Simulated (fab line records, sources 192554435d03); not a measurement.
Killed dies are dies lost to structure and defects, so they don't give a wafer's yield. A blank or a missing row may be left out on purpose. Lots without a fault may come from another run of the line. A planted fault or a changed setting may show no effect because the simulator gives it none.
A struck lot beside a sound one | flow n5_finfet | 35 steps out of a route of 1938
Sound: wafers L765.1, L765.3, L765.5. Struck: wafers L767.3, L767.5. (L767.6 of the same lot was not struck and is left out.) The cause comes at the end.
At each step with rows: each side's tool, then ch and its chambers, then its first start. Under that, the readings that differ: sound wafers | struck wafers | difference of the means | sigmas: that difference in standard deviations of wafers without a fault.
alike: readings whose means differ by less than 2 such deviations, and words and numbers that are the same on both sides. not compared: withheld readings, readings that some wafer has no value for, bounds like >300 that may hide the same value, and numbers for which the record gives no deviation and whose values overlap.
The two part at a step that has a row with sigmas, a row that says differs or no value, or rows on one side only. Numbers that don't overlap but have no deviation are shown without sigmas and don't part them. A reading that every wafer of one side lacks parts them only if that side has two wafers or more.

first, 9 steps without rows for these wafers: N5_PMOS_HMC_CHANNEL_EPI_PRECLEAN_40 (cleans in DHF, time 30 s); N5_PMOS_HMC_CHANNEL_EPI_PRECLEAN_37 (cleans in O3/DIW, time 45 s); N5_PMOS_HMC_CHANNEL_EPI_PRECLEAN_24 (cleans in DHF, time 30 s); N5_PMOS_HMC_CHANNEL_EPI_SRD_25 (time 30 s); N5_PMOS_HMC_CHANNEL_EPI_EPI_26 (deposits Si from SiH4/H2, target thk 3.8 nm, time 22.7 s); N5_FIN_SAQP_PRECLEAN_42 (cleans in O3/DIW, time 60 s); N5_FIN_SAQP_PRECLEAN_00 (cleans in SC1, time 60 s); N5_FIN_SAQP_PRECLEAN_44 (cleans in SC2, time 45 s); N5_FIN_SAQP_SRD_01 (time 30 s).
N5_FIN_SAQP_ALD_61: deposits SiO2, target thk 4 nm, pulse time 1 s, purge time 2 s.
  sound on ald_sin-04 ch 0,2,3, day 2 15:49; struck on ald_sin-04 ch 3, day 3 04:25
  reading                                   | sound             | struck      | difference | sigmas
  ald_cycles                                | 43 43 43          | 47 47       | +4         |
  model.SiO2_of_FIN_SAQP_ALD_61.thk_nm (nm) | 4.012 4.017 3.976 | 4.317 4.354 | +0.334     |
  alike: heater_power_outer_w, heater_power_w, precursor_pulse_height_rel
then, 24 steps without rows for these wafers: N5_FIN_SAQP_DENSIFY_62 (time 60 s); N5_FIN_SAQP_HM_DEP_03 (deposits SiNx from SiH4/NH3/N2, target thk 38 nm, time 33.6 s); N5_FIN_SAQP_PECVD_47 (deposits a-Si from SiH4/He, target thk 45 nm, time 36.3 s); N5_FIN_SAQP_PECVD_48 (deposits SiNx from SiH4/NH3/N2, target thk 25 nm, time 22.1 s); N5_FIN_SAQP_PECVD_06 (deposits a-Si from SiH4/He, target thk 60 nm, time 48.1 s); N5_FIN_SAQP_HM_DEP_72 (deposits SiO2 from SiH4/N2O, target thk 12 nm, time 7.2 s); N5_FIN_SAQP_COAT_49 (time 60 s, resist thk 100 nm); N5_FIN_SAQP_COAT_50 (time 60 s, resist thk 35 nm); N5_FIN_SAQP_COAT_10 (resist thk 90 nm); N5_FIN_SAQP_EBR_12; N5_FIN_SAQP_SOFTBAKE_11 (time 60 s); N5_FIN_SAQP_EXPOSE_13 (exposes mask FIN CORE, target cd 35.6 nm); N5_FIN_SAQP_PEB_14 (peb time 60 s); N5_FIN_SAQP_DEVELOP_15 (develop time 30 s); N5_FIN_SAQP_DESCUM_21 (chemistry O2, time 7.9 s); N5_FIN_SAQP_ETCH_51 (etches SiARC in CF4, target depth 45.5 nm, time 75.8 s); N5_FIN_SAQP_ETCH_52 (etches SOC in N2/H2, target depth 100 nm, overetch 20 nm, time 150 s); N5_FIN_SAQP_STRIP_53 (strips in N2/H2); N5_FIN_SAQP_HM_OPEN_73 (chemistry CHF3/O2, target SiO2, stops on a-Si, target depth 12 nm, time 16.8 s); N5_FIN_SAQP_STRIP_74 (strips in CHF3/O2); N5_FIN_SAQP_MANDREL_ETCH_22 (etches a-Si in HBr/Cl2, stops on SiNx, target depth 60 nm, bt time 10 s, time 30 s); N5_FIN_SAQP_STRIP_55 (strips in N2/H2); N5_FIN_SAQP_STRIP_23 (strips in SPM, time 750 s); N5_FIN_SAQP_SRD_66 (time 30 s).
N5_FIN_CUT_CUT_ETCH_27: etches SiO2 in CHF3/O2, target depth 4 nm, overetch 2 nm, time 4.9 s.
  sound on rie_diel-06 ch 0,2,3, day 2 23:31; struck on rie_diel-04 ch 2, day 3 10:40
  reading                  | sound             | struck      | difference | sigmas
  model.etch.depth_nm (nm) | 4.012 4.017 3.976 | 4.317 4.354 | +0.334     |
  alike: O2_flow_sccm, drypump_motor_current_A, oes_product_au, rf_vpp_V, showerhead_plenum_p_Torr, throttle_valve_pct
  not compared: rf_hours_counter_h

WHERE THEY PART
Nowhere in this record.

WHY: what the simulator had put in
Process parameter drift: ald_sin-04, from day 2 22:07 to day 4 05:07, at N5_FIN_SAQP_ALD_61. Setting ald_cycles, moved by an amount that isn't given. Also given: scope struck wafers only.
